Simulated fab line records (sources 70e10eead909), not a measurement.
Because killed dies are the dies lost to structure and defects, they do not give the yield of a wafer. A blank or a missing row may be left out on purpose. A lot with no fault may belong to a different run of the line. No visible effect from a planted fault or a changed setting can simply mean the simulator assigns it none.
Chamber matching | flow nandHarc | rieDiel-01 running NHARC_A_STAIRCASE_ETCH_253: 4 sister chambers
The step etches the open film in C4F8/O2, target depth 50 nm, time 20.2 s. 4 wafers are shown with their chamber, then 9 later ones without.

EACH WAFER AND ITS CHAMBER
wafer  | chamber | rfVppV (V)
L083.2 | 1       | 890
L085.5 | 0       | 892
L089.2 | 2       | 898
L089.6 | 3       | 905

WAFERS WITH NO CHAMBER GIVEN
wafer  | rfVppV (V)
L091.2 | 890
L091.3 | 905
L091.4 | 892
L095.1 | 899
L095.2 | 889
L095.5 | 906
L097.2 | 899
L097.3 | 905
L097.4 | 890

WHICH CHAMBER EACH WENT THROUGH
wafer  | from the rows above | in truth
L091.2 | 1                   | 1
L091.3 | 3                   | 3
L091.4 | 0                   | 0
L095.1 | 2                   | 2
L095.2 | 1                   | 1
L095.5 | 3                   | 3
L097.2 | 2                   | 2
L097.3 | 3                   | 3
L097.4 | 1                   | 1
9 of 9 placed correctly. Not placeable from these rows: 0. Number placed wrongly: 0.
How it was worked out, from the rows above alone: a wafer's distance from a chamber is the root of the sum, over the readings, of the square of ((its reading less the chamber's mean) divided by the reading's scatter). If the next closest chamber is less than 2 further off than the closest, the wafer can't be placed; otherwise it belongs to the closest. Each chamber's mean is taken over the wafers shown for it. The scatter: with one shown wafer a chamber, the root of the mean of the squares of how far each hidden wafer lies from its nearest shown one.
